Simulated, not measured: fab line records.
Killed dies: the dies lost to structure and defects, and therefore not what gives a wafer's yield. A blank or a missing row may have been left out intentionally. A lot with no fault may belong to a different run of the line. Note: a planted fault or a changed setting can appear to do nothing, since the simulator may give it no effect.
Chamber matching    flow nand-harc    NHARC_P_M1_CMP_23 on cmp-04 has 4 sister chambers
The step polishes, t overpolish 20 s, target thk 157.82 nm. 22 wafers are shown with their chamber, then 11 later ones without.

EACH WAFER AND ITS CHAMBER
wafer   chamber  motor-current-A (A)  time-to-endpoint-s (s)
L074.2  0        11.2                 29
L074.3  1        13.1                 34
L074.4  3        11.3                 31
L075.2  0        11.3                 29
L075.5  1        13.7                 35
L075.6  2        12.0                 29
L084.1  2        12.1                 32
L084.3  3        11.6                 33
L084.4  1        12.9                 34
L087.1  2        11.6                 28
L087.4  1        13.6                 30
L087.6  1        13.1                 29
L089.4  0        10.8                 30
L089.5  0        11.2                 30
L089.6  3        11.5                 34
L090.3  0        11.1                 28
L090.4  1        13.5                 33
L090.5  2        11.6                 30
L091.3  1        12.6                 35
L091.4  2        11.8                 30
L091.5  1        12.3                 32
L092.1  0        11.2                 27

SIGNATURES (means of the wafers above)
reading             chamber 0  chamber 1  chamber 2  chamber 3  scatter within a chamber
motor-current-A     11.133     13.100     11.820     11.467     0.342
time-to-endpoint-s  28.83      32.75      29.80      32.67      1.76
Rule: distance of a wafer from a chamber = root of the sum over the readings of ((wafer's reading minus chamber's mean) / reading's scatter) squared. If the next closest chamber is less than 2 further off than the closest, the wafer can't be placed; otherwise it belongs to the closest. How the scatter is found: for the shown wafers, subtract from each reading the mean of its chamber, square and add these, divide the total by (wafers less chambers), then take the root.

WAFERS MISSING THEIR CHAMBER
wafer   motor-current-A (A)  time-to-endpoint-s (s)
L092.3  12.1                 32
L092.5  11.5                 29
L093.2  11.4                 32
L093.3  11.6                 32
L093.6  11.8                 28
L096.1  11.6                 30
L096.2  13.3                 30
L096.3  11.4                 30
L096.4  11.4                 31
L096.5  12.4                 32
L096.6  11.5                 29

EACH ONE'S CHAMBER
wafer   from the rows above                in truth
L092.3  can't be placed: 2 or 3 or 1 or 0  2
L092.5  can't be placed: 2 or 0 or 3       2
L093.2  can't be placed: 3 or 2 or 0       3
L093.3  can't be placed: 3 or 2 or 0       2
L093.6  can't be placed: 2 or 0 or 3       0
L096.1  can't be placed: 2 or 0 or 3       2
L096.2  1                                  1
L096.3  can't be placed: 0 or 2 or 3       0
L096.4  can't be placed: 3 or 2 or 0       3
L096.5  can't be placed: 1 or 2 or 3       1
L096.6  can't be placed: 2 or 0 or 3       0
1 of 11 placed correctly. Can't be placed from these rows: 10 (the true chamber is among the candidates in 10). Placed wrongly: 0.
